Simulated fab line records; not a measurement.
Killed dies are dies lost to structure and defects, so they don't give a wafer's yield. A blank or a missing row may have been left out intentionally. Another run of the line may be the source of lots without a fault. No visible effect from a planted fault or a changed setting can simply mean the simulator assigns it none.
Which of the tools did it? | flow n5Finfet | Sampling: 15 lots, 39 wafers, 4 of 1938 route steps

WHAT THE GAUGES SHOWED, per wafer
The record holds no reading of a measuring or inspecting step that can be judged against a usual standard deviation.

TOOL THAT RAN EACH LOT (tool first, then ch and the chambers of the sampled wafers, then the start)
lot  | N5_BEOL_M11_PEB_26               | N5_BEOL_M11_ETCH_65               | N5_BEOL_M11_ETCH_66               | N5_BEOL_M11_VIA_ETCH_34
L929 | lithoTrack-03 ch 0, day 10 15:50 | rieDiel-02 ch 1,2, day 10 16:02   | rieDiel-02 ch 1,2, day 10 16:05   | rieDiel-02 ch 1,2, day 10 16:12
L930 | lithoTrack-03 ch 0, day 11 08:56 | rieDiel-01 ch 1,2,3, day 11 09:28 | rieDiel-01 ch 1,2,3, day 11 09:31 | rieDiel-01 ch 1,2,3, day 11 09:38
L932 | lithoTrack-03 ch 0, day 11 14:13 | rieDiel-03 ch 0,1,2, day 11 14:24 | rieDiel-03 ch 0,1,2, day 11 14:27 | rieDiel-03 ch 0,1,2, day 11 14:34
L931 | lithoTrack-05 ch 0, day 12 02:55 | rieDiel-01 ch 1,3, day 12 03:06   | rieDiel-01 ch 1,3, day 12 03:09   | rieDiel-01 ch 1,3, day 12 03:17
L936 | lithoTrack-05 ch 0, day 12 05:18 | rieDiel-03 ch 0,1,2, day 12 05:29 | rieDiel-03 ch 0,1,2, day 12 05:32 | rieDiel-03 ch 0,1,2, day 12 05:40
L940 | lithoTrack-03, day 14 03:58      | rieDiel-02 ch 0,1,3, day 14 04:09 | rieDiel-02 ch 0,1,3, day 14 04:12 | rieDiel-02 ch 0,1,3, day 14 04:20
L941 | lithoTrack-02, day 14 08:14      | rieDiel-02 ch 1,2,3, day 14 08:25 | rieDiel-02 ch 1,2,3, day 14 08:28 | rieDiel-02 ch 1,2,3, day 14 08:35
L943 | lithoTrack-02, day 14 18:24      | rieDiel-02 ch 0,2,3, day 14 18:36 | rieDiel-02 ch 0,2,3, day 14 18:39 | rieDiel-02 ch 0,2,3, day 14 18:46
L945 | lithoTrack-02 ch 0, day 15 13:22 | rieDiel-01 ch 0,1,2, day 15 13:42 | rieDiel-01 ch 0,1,2, day 15 13:45 | rieDiel-01 ch 0,1,2, day 15 13:52
L944 | lithoTrack-03 ch 0, day 15 19:12 | rieDiel-01 ch 0,2,3, day 15 19:36 | rieDiel-01 ch 0,2,3, day 15 19:39 | rieDiel-01 ch 0,2,3, day 15 19:46
L946 | lithoTrack-05 ch 0, day 15 22:37 | rieDiel-02 ch 1,3, day 15 22:49   | rieDiel-02 ch 1,3, day 15 22:52   | rieDiel-02 ch 1,3, day 15 22:59
L949 | lithoTrack-02 ch 0, day 16 14:31 | rieDiel-01 ch 0,2, day 16 15:04   | rieDiel-01 ch 0,2, day 16 15:07   | rieDiel-01 ch 0,2, day 16 15:15
L948 | lithoTrack-05 ch 0, day 16 14:40 | rieDiel-03 ch 2,3, day 16 15:31   | rieDiel-03 ch 2,3, day 16 15:34   | rieDiel-03 ch 2,3, day 16 15:41
L951 | lithoTrack-05 ch 0, day 16 23:01 | rieDiel-03 ch 1,2,3, day 16 23:12 | rieDiel-03 ch 1,2,3, day 16 23:15 | rieDiel-03 ch 1,2,3, day 16 23:22
L952 | lithoTrack-05 ch 0, day 17 02:43 | rieDiel-02 ch 0,2, day 17 02:54   | rieDiel-02 ch 0,2, day 17 02:57   | rieDiel-02 ch 0,2, day 17 03:05
- N5_BEOL_M11_PEB_26: peb time 60 s.
- N5_BEOL_M11_ETCH_65: etches SiARC in CF4, target depth 39 nm, time 65 s.
- N5_BEOL_M11_ETCH_66: etches SOC in N2/H2, target depth 120 nm, overetch 24 nm, time 180 s.
- N5_BEOL_M11_VIA_ETCH_34: etches SiCOH lowk in C4F6/O2, target depth 184.5 nm, time 69.2 s.

AS READ BY THE TOOLS THEMSELVES (means over the sampled wafers that have a number; for cases with no such wafer, the mark the record gives instead)
N5_BEOL_M11_PEB_26.
lot  | tool          | chillPlateTempC (C) | exhaustPa (Pa)
L929 | lithoTrack-03 | 22.98               | 44.6
L930 | lithoTrack-03 | 22.97               | 45.4
L932 | lithoTrack-03 | 22.91               | 45.9
L931 | lithoTrack-05 | 22.96               | 45.0
L936 | lithoTrack-05 | 22.96               | 44.6
L940 | lithoTrack-03 | -                   | -
L941 | lithoTrack-02 | -                   | -
L943 | lithoTrack-02 | -                   | -
L945 | lithoTrack-02 | 22.89               | 45.9
L944 | lithoTrack-03 | 22.90               | 44.8
L946 | lithoTrack-05 | 22.99               | 45.5
L949 | lithoTrack-02 | 22.95               | 45.6
L948 | lithoTrack-05 | 23.04               | 45.0
L951 | lithoTrack-05 | 22.96               | 44.6
L952 | lithoTrack-05 | 23.13               | 44.9

N5_BEOL_M11_ETCH_65.
lot  | tool       | biasW (W) | cf4FlowSccm (sccm) | drypumpMotorCurrentA (A) | etchRfOnTimeS (s) | mfcArSccm (sccm) | oesProductAu (a.u.) | rfVppV (V) | showerheadPlenumPTorr (Torr) | throttleValvePct (%)
L929 | rieDiel-02 | 36.05     | 100.1              | 5.8                      | 61.7              | 100.18           | 0.75                | 184.1      | 2.17                         | 15.84
L930 | rieDiel-01 | 36.05     | 99.8               | 6.0                      | 65.1              | 100.22           | 0.65                | 184.1      | 2.14                         | 15.77
L932 | rieDiel-03 | 35.96     | 99.7               | 5.9                      | 66.1              | 99.90            | 0.68                | 183.3      | 2.11                         | 15.53
L931 | rieDiel-01 | 35.93     | 100.2              | 6.0                      | 67.2              | 99.75            | 0.66                | 183.4      | 2.12                         | 15.73
L936 | rieDiel-03 | 35.95     | 99.9               | 5.9                      | 66.3              | 100.06           | 0.67                | 183.5      | 2.11                         | 15.54
L940 | rieDiel-02 | 35.99     | 99.9               | 6.0                      | 65.7              | 100.07           | 0.64                | 182.9      | 2.09                         | 15.67
L941 | rieDiel-02 | 35.96     | 99.9               | 5.8                      | 63.6              | 100.01           | 0.68                | 183.2      | 2.12                         | 15.79
L943 | rieDiel-02 | 36.09     | 100.0              | 6.1                      | 63.7              | 100.22           | 0.70                | 184.0      | 2.16                         | 15.52
L945 | rieDiel-01 | 36.01     | 100.1              | 6.1                      | 65.7              | 99.86            | 0.68                | 183.0      | 2.16                         | 15.65
L944 | rieDiel-01 | 35.92     | 100.1              | 6.0                      | 66.2              | 99.83            | 0.63                | 184.0      | 2.16                         | 15.70
L946 | rieDiel-02 | 36.08     | 100.1              | 5.8                      | 66.6              | 99.72            | 0.59                | 181.9      | 2.04                         | 15.86
L949 | rieDiel-01 | 36.01     | 100.2              | 6.1                      | 64.7              | 100.31           | 0.66                | 185.1      | 2.18                         | 15.64
L948 | rieDiel-03 | 36.09     | 100.2              | 6.5                      | 63.3              | 99.94            | 0.79                | 184.2      | 2.14                         | 15.32
L951 | rieDiel-03 | 35.92     | 99.8               | 6.3                      | 65.2              | 99.82            | 0.76                | 184.5      | 2.12                         | 15.35
L952 | rieDiel-02 | 35.98     | 99.5               | 6.2                      | 61.6              | 100.09           | 0.74                | 185.3      | 2.21                         | 15.55

N5_BEOL_M11_ETCH_66.
lot  | tool       | biasW (W) | drypumpMotorCurrentA (A) | n2FlowSccm (sccm) | oesProductAu (a.u.) | rfVppV (V) | showerheadPlenumPTorr (Torr) | throttleValvePct (%)
L929 | rieDiel-02 | 150.1     | 5.7                      | 200.3             | 0.69                | 525.0      | 2.57                         | 17.96
L930 | rieDiel-01 | 150.0     | 6.0                      | 200.7             | 0.62                | 524.0      | 2.54                         | 17.96
L932 | rieDiel-03 | 149.9     | 5.9                      | 199.7             | 0.64                | 522.4      | 2.51                         | 17.70
L931 | rieDiel-01 | 149.8     | 6.0                      | 200.4             | 0.64                | 522.4      | 2.50                         | 17.93
L936 | rieDiel-03 | 150.6     | 5.9                      | 200.3             | 0.64                | 522.9      | 2.51                         | 17.70
L940 | rieDiel-02 | 150.0     | 6.1                      | 200.6             | 0.61                | 522.0      | 2.46                         | 17.76
L941 | rieDiel-02 | 150.4     | 5.7                      | 199.3             | 0.63                | 522.6      | 2.50                         | 17.93
L943 | rieDiel-02 | 150.1     | 6.1                      | 199.8             | 0.65                | 524.0      | 2.56                         | 17.69
L945 | rieDiel-01 | 149.6     | 6.1                      | 200.2             | 0.65                | 523.6      | 2.54                         | 17.76
L944 | rieDiel-01 | 150.2     | 6.0                      | 200.2             | 0.60                | 524.6      | 2.55                         | 17.85
L946 | rieDiel-02 | 149.8     | 5.8                      | 200.9             | 0.57                | 520.5      | 2.40                         | 17.96
L949 | rieDiel-01 | 149.6     | 6.1                      | 199.1             | 0.62                | 526.0      | 2.58                         | 17.73
L948 | rieDiel-03 | 149.6     | 6.5                      | 199.8             | 0.74                | 523.4      | 2.54                         | 17.60
L951 | rieDiel-03 | 150.4     | 6.2                      | 200.3             | 0.72                | 523.6      | 2.52                         | 17.60
L952 | rieDiel-02 | 150.0     | 6.2                      | 200.3             | 0.68                | 526.0      | 2.63                         | 17.68

N5_BEOL_M11_VIA_ETCH_34.
lot  | tool       | biasW (W) | drypumpMotorCurrentA (A) | mfcArSccm (sccm) | oes_f_703_au (a.u.) | oesProductAu (a.u.) | rfVppV (V) | showerheadPlenumPTorr (Torr) | throttleValvePct (%)
L929 | rieDiel-02 | 185.3     | 5.7                      | 301.4            | 0.88                | 0.88                | 666        | 2.87                         | 21.13
L930 | rieDiel-01 | 185.2     | 6.0                      | 300.1            | 0.76                | 0.76                | 672        | 2.85                         | 21.03
L932 | rieDiel-03 | 184.4     | 5.9                      | 298.8            | 0.77                | 0.79                | 682        | 2.79                         | 20.72
L931 | rieDiel-01 | 184.7     | 6.0                      | 300.6            | 0.76                | 0.77                | 668        | 2.80                         | 21.01
L936 | rieDiel-03 | 185.3     | 5.9                      | 300.2            | 0.77                | 0.79                | 681        | 2.79                         | 20.72
L940 | rieDiel-02 | 184.7     | 6.1                      | 300.7            | 0.74                | 0.75                | 667        | 2.76                         | 20.87
L941 | rieDiel-02 | 184.4     | 5.8                      | 299.7            | 0.78                | 0.79                | 678        | 2.80                         | 21.00
L943 | rieDiel-02 | 184.8     | 6.1                      | 299.9            | 0.82                | 0.82                | 679        | 2.86                         | 20.73
L945 | rieDiel-01 | 185.3     | 6.1                      | 300.4            | 0.78                | 0.79                | 667        | 2.86                         | 20.95
L944 | rieDiel-01 | 185.5     | 6.0                      | 299.2            | 0.73                | 0.74                | 668        | 2.88                         | 20.98
L946 | rieDiel-02 | 184.6     | 5.8                      | 300.2            | 0.70                | 0.69                | 676        | 2.70                         | 21.04
L949 | rieDiel-01 | 185.3     | 6.1                      | 300.1            | 0.76                | 0.76                | 668        | 2.91                         | 20.95
L948 | rieDiel-03 | 184.9     | 6.5                      | 300.1            | 0.97                | 0.92                | 680        | 2.82                         | 20.51
L951 | rieDiel-03 | 184.3     | 6.3                      | 300.6            | 0.89                | 0.89                | 683        | 2.80                         | 20.60
L952 | rieDiel-02 | 184.7     | 6.2                      | 300.2            | 0.85                | 0.85                | 666        | 2.93                         | 20.80

THE ANSWER, worked out from the rows above alone
Rule: the usual values come from the lots themselves. Put in order of their means at a reading, lots are off if they are a third of the lots or fewer, leave a main group of 4 or more, and stand apart from it by a gap of 3 or more times the standard deviation of the main group's means; of several such gaps the widest counts. A main group is skipped when, at the precision printed for the reading in the tables above, its means are all equal. A lot without any number at a reading at which 4 lots or more have one is off too. All remaining lots with rows at the step are treated as sound. First the gauges in route order, then the tools' own readings, where a lot's mean is used as printed above. The first step at which some lot is off is used, and at that step the reading that is off furthest; a lot without a number counts as furthest.
Off: L940, L941, L943 (N5_BEOL_M11_PEB_26, chillPlateTempC). Without a number there: L940, L941, L943. The main group: mean 22.97 C, standard deviation 0.062.
A tool fits if, at that step or a process step before it, it ran every lot that is off, and no sound lot after the first of them. No candidate that was tried fits.

WHAT THE SIMULATOR HAD PUT IN
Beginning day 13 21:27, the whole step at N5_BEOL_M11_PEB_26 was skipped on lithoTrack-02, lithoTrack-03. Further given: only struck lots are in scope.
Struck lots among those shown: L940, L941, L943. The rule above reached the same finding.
